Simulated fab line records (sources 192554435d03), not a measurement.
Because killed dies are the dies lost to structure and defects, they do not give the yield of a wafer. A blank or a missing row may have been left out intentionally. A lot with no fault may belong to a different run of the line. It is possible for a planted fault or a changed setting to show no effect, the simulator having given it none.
Which tool is to blame?	flow n5_finfet	27 wafers from 9 lots sampled at 3 of the route's 1938 steps

WHAT EACH GAUGE READ, for each wafer
N5_FIN_SAQP_CD_MEAS_16 targets a cd of 35.6 nm.
lot	measured	on	cd_nm (nm)
L982	day 1 21:44	cd_sem-03	36.0 35.8 35.7
L984	day 2 09:58	cd_sem-02	35.5 35.3 35.4
L990	day 3 22:02	cd_sem-01	36.0 35.5 32.9
L991	day 4 05:31	cd_sem-03	35.4 35.8 33.6
L999	day 6 03:35	cd_sem-02	35.2 35.3 35.2
L101	day 6 15:25	cd_sem-03	34.6 34.9 35.4
L102	day 6 21:48	cd_sem-01	35.6 35.3 34.9
L103	day 7 03:43	cd_sem-03	35.2 35.9 35.2
L105	day 7 15:38	cd_sem-01	35.6 35.2 35.4

TOOL THAT RAN EACH LOT (tool first, then ch and the chambers of the sampled wafers, then the start)
lot	N5_PMOS_HMC_CHANNEL_EPI_HM_OPEN_15	N5_FIN_SAQP_EXPOSE_13
L982	rie_diel-06 ch 1,2,3, day 1 17:30	arfi_scanner-02 ch 0, day 1 21:37
L984	rie_diel-01 ch 1,3, day 2 05:31	arfi_scanner-03 ch 0, day 2 09:50
L990	rie_diel-05 ch 0,2,3, day 3 17:18	arfi_scanner-03 ch 0, day 3 21:55
L991	rie_diel-06 ch 2,3, day 4 01:06	arfi_scanner-03 ch 0, day 4 05:23
L999	rie_diel-06 ch 2,3, day 5 23:10	arfi_scanner-02 ch 0, day 6 03:28
L101	rie_diel-06 ch 1,3, day 6 11:19	arfi_scanner-03 ch 0, day 6 15:17
L102	rie_diel-06 ch 1,2,3, day 6 17:35	arfi_scanner-02 ch 0, day 6 21:40
L103	rie_diel-01 ch 0,1,3, day 6 23:10	arfi_scanner-02 ch 0, day 7 03:35
L105	rie_diel-06 ch 0,1, day 7 11:31	arfi_scanner-03 ch 0, day 7 15:31
- N5_PMOS_HMC_CHANNEL_EPI_HM_OPEN_15: chemistry CHF3/O2, target SiO2, target depth 40.6 nm, time 20.3 s.
- N5_FIN_SAQP_EXPOSE_13: exposes mask FIN CORE, target cd 35.6 nm.

THE ANSWER, worked out from the rows above alone
Rule: what is usual is taken from the lots themselves. The widest of any qualifying gaps counts: lots, ordered by their means at a reading, are off when they make up no more than a third of the lots, leave a main group of 4 or more, and stand apart from it by 3 or more times the standard deviation of that group's means. Not used: any main group whose means are identical at the precision the tables above print for the reading. A lot without any number at a reading at which 4 lots or more have one is off too. All remaining lots with rows at the step are treated as sound.
Nothing can be told from this: no lot is off at any reading shown.

WHAT THE SIMULATOR PUT IN
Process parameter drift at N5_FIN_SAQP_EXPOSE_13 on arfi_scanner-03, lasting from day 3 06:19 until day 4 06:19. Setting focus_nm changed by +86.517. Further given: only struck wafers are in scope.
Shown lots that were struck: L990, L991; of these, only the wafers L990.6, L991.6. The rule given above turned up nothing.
